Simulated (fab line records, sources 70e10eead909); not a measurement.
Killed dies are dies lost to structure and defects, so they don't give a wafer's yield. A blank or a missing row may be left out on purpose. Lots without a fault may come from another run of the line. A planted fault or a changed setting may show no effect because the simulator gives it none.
Which tool did it? | flow nand_harc | 6 lots, 18 wafers sampled, at 2 steps of a route of 1302

WHAT THE GAUGES READ, wafer by wafer
NHARC_A_ONON_D1_THK_MEAS_30: measures by ellipsometry.
lot  | measured     | on            | thk_nm (nm)
L213 | day 8 12:27  | film_metro-02 | 1000 1000 999
L216 | day 10 01:36 | film_metro-01 | 1006 1006 1005
L222 | day 12 07:56 | film_metro-01 | 995 994 995
L229 | day 14 16:16 | film_metro-02 | 1566 1564 1566
L233 | day 16 22:17 | film_metro-01 | 994 993 990
L236 | day 17 15:48 | film_metro-02 | 1006 1007 1008

WHICH TOOL RAN EACH LOT (tool, then ch and the chambers of the sampled wafers, then the start)
lot  | NHARC_A_ONON_D1_DEP_28
L213 | pecvd_onon-02 ch 0, day 8 12:00
L216 | pecvd_onon-03 ch 0, day 10 01:05
L222 | pecvd_onon-02 ch 0, day 12 07:25
L229 | pecvd_onon-04 ch 0, day 14 15:45
L233 | pecvd_onon-03 ch 0, day 16 21:47
L236 | pecvd_onon-03 ch 0, day 17 15:17
- NHARC_A_ONON_D1_DEP_28: target thk 1000 nm.

THE ANSWER, worked out from the rows above alone
Rule: what is usual is taken from the lots themselves. Put in order of their means at a reading, lots are off if they are a third of the lots or fewer, leave a main group of 4 or more, and stand apart from it by a gap of 3 or more times the standard deviation of the main group's means; of several such gaps the widest counts. A main group whose means are all the same, to the digits that the tables above print for the reading, isn't used. A lot without any number at a reading at which 4 lots or more have one is off too. The other lots that the step has rows for count as sound.
Off: L229, at NHARC_A_ONON_D1_THK_MEAS_30 (thk_nm). The main group: mean 1000 nm, standard deviation 5.8.
A tool fits if, at a process step before that reading, it ran every lot that is off, and no sound lot after the first of them. The gauges at NHARC_A_ONON_D1_THK_MEAS_30 are tried like those tools. One fits: pecvd_onon-04 at NHARC_A_ONON_D1_DEP_28. It ran no sound lot before its first lot that is off in this sample, so the start can't be narrowed down.

WHAT THE SIMULATOR HAD PUT IN
Process parameter drift: pecvd_onon-04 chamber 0, from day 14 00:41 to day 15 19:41, at NHARC_A_ONON_D1_DEP_28. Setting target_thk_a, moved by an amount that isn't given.
Lots struck among those shown: L229. The rule above found the same.
